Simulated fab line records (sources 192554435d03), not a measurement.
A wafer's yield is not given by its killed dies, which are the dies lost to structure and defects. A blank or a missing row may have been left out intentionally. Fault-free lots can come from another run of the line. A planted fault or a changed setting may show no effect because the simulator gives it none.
Matching of chambers :: flow n5_finfet :: rie_diel-06 running N5_BEOL_M3_STRIP_36: 4 sister chambers
The step strips in N2/H2. 16 wafers are shown with their chamber, then 8 later ones without.

## WAFERS, EACH WITH ITS CHAMBER
wafer: L074.2
chamber: 0
drypump_motor_current_A (A): 5.83
throttle_valve_pct (%): 23.8
showerhead_plenum_p_Torr (Torr): 2.64

wafer: L074.3
chamber: 3
drypump_motor_current_A (A): 5.37
throttle_valve_pct (%): 23.9
showerhead_plenum_p_Torr (Torr): 2.49

wafer: L074.4
chamber: 3
drypump_motor_current_A (A): 5.37
throttle_valve_pct (%): 23.9
showerhead_plenum_p_Torr (Torr): 2.49

wafer: L076.2
chamber: 0
drypump_motor_current_A (A): 5.83
throttle_valve_pct (%): 23.8
showerhead_plenum_p_Torr (Torr): 2.64

wafer: L076.3
chamber: 3
drypump_motor_current_A (A): 5.31
throttle_valve_pct (%): 23.9
showerhead_plenum_p_Torr (Torr): 2.48

wafer: L076.5
chamber: 3
drypump_motor_current_A (A): 5.28
throttle_valve_pct (%): 23.9
showerhead_plenum_p_Torr (Torr): 2.48

wafer: L081.3
chamber: 0
drypump_motor_current_A (A): 5.81
throttle_valve_pct (%): 23.9
showerhead_plenum_p_Torr (Torr): 2.63

wafer: L081.5
chamber: 3
drypump_motor_current_A (A): 5.30
throttle_valve_pct (%): 23.9
showerhead_plenum_p_Torr (Torr): 2.48

wafer: L081.6
chamber: 0
drypump_motor_current_A (A): 5.83
throttle_valve_pct (%): 23.8
showerhead_plenum_p_Torr (Torr): 2.63

wafer: L080.4
chamber: 3
drypump_motor_current_A (A): 5.25
throttle_valve_pct (%): 23.9
showerhead_plenum_p_Torr (Torr): 2.48

wafer: L080.5
chamber: 2
drypump_motor_current_A (A): 5.57
throttle_valve_pct (%): 23.6
showerhead_plenum_p_Torr (Torr): 2.53

wafer: L080.6
chamber: 1
drypump_motor_current_A (A): 5.30
throttle_valve_pct (%): 23.0
showerhead_plenum_p_Torr (Torr): 2.59

wafer: L089.1
chamber: 3
drypump_motor_current_A (A): 5.28
throttle_valve_pct (%): 24.0
showerhead_plenum_p_Torr (Torr): 2.47

wafer: L089.2
chamber: 2
drypump_motor_current_A (A): 5.57
throttle_valve_pct (%): 23.6
showerhead_plenum_p_Torr (Torr): 2.52

wafer: L089.3
chamber: 1
drypump_motor_current_A (A): 5.30
throttle_valve_pct (%): 23.0
showerhead_plenum_p_Torr (Torr): 2.59

wafer: L091.1
chamber: 3
drypump_motor_current_A (A): 5.31
throttle_valve_pct (%): 24.0
showerhead_plenum_p_Torr (Torr): 2.47

SIGNATURES (averages over the wafers above)
reading: drypump_motor_current_A
chamber 0: 5.8250
chamber 1: 5.3000
chamber 2: 5.5700
chamber 3: 5.3087
scatter within a chamber: 0.0329

reading: throttle_valve_pct
chamber 0: 23.825
chamber 1: 23.000
chamber 2: 23.600
chamber 3: 23.925
scatter within a chamber: 0.0433

reading: showerhead_plenum_p_Torr
chamber 0: 2.6350
chamber 1: 2.5900
chamber 2: 2.5250
chamber 3: 2.4800
scatter within a chamber: 0.00677
Rule: a wafer's distance from a chamber is the root of the sum, over the readings, of the square of ((its reading less the chamber's mean) divided by the reading's scatter). The wafer belongs to the nearest chamber; if the next one is less than 2 further off, it can't be placed. The scatter: the root of (the sum of the squares of (reading less its chamber's mean) over the shown wafers, divided by (wafers less chambers)).

## WAFERS MISSING THEIR CHAMBER
wafer: L091.2
drypump_motor_current_A (A): 5.30
throttle_valve_pct (%): 23.0
showerhead_plenum_p_Torr (Torr): 2.58

wafer: L091.6
drypump_motor_current_A (A): 5.33
throttle_valve_pct (%): 24.0
showerhead_plenum_p_Torr (Torr): 2.47

wafer: L095.2
drypump_motor_current_A (A): 5.28
throttle_valve_pct (%): 23.0
showerhead_plenum_p_Torr (Torr): 2.58

wafer: L095.3
drypump_motor_current_A (A): 5.32
throttle_valve_pct (%): 24.0
showerhead_plenum_p_Torr (Torr): 2.47

wafer: L095.6
drypump_motor_current_A (A): 5.28
throttle_valve_pct (%): 23.0
showerhead_plenum_p_Torr (Torr): 2.58

wafer: L097.1
drypump_motor_current_A (A): 5.83
throttle_valve_pct (%): 23.9
showerhead_plenum_p_Torr (Torr): 2.62

wafer: L097.2
drypump_motor_current_A (A): 5.55
throttle_valve_pct (%): 23.6
showerhead_plenum_p_Torr (Torr): 2.51

wafer: L097.4
drypump_motor_current_A (A): 5.27
throttle_valve_pct (%): 23.0
showerhead_plenum_p_Torr (Torr): 2.58

## EACH ONE'S CHAMBER
wafer: L091.2
from the rows above: 1
in truth: 1

wafer: L091.6
from the rows above: 3
in truth: 3

wafer: L095.2
from the rows above: 1
in truth: 1

wafer: L095.3
from the rows above: 3
in truth: 3

wafer: L095.6
from the rows above: 1
in truth: 1

wafer: L097.1
from the rows above: 0
in truth: 0

wafer: L097.2
from the rows above: 2
in truth: 2

wafer: L097.4
from the rows above: 1
in truth: 1
Correct placement for 8 of the 8. Not placeable from these rows: 0. Wrongly placed: 0.
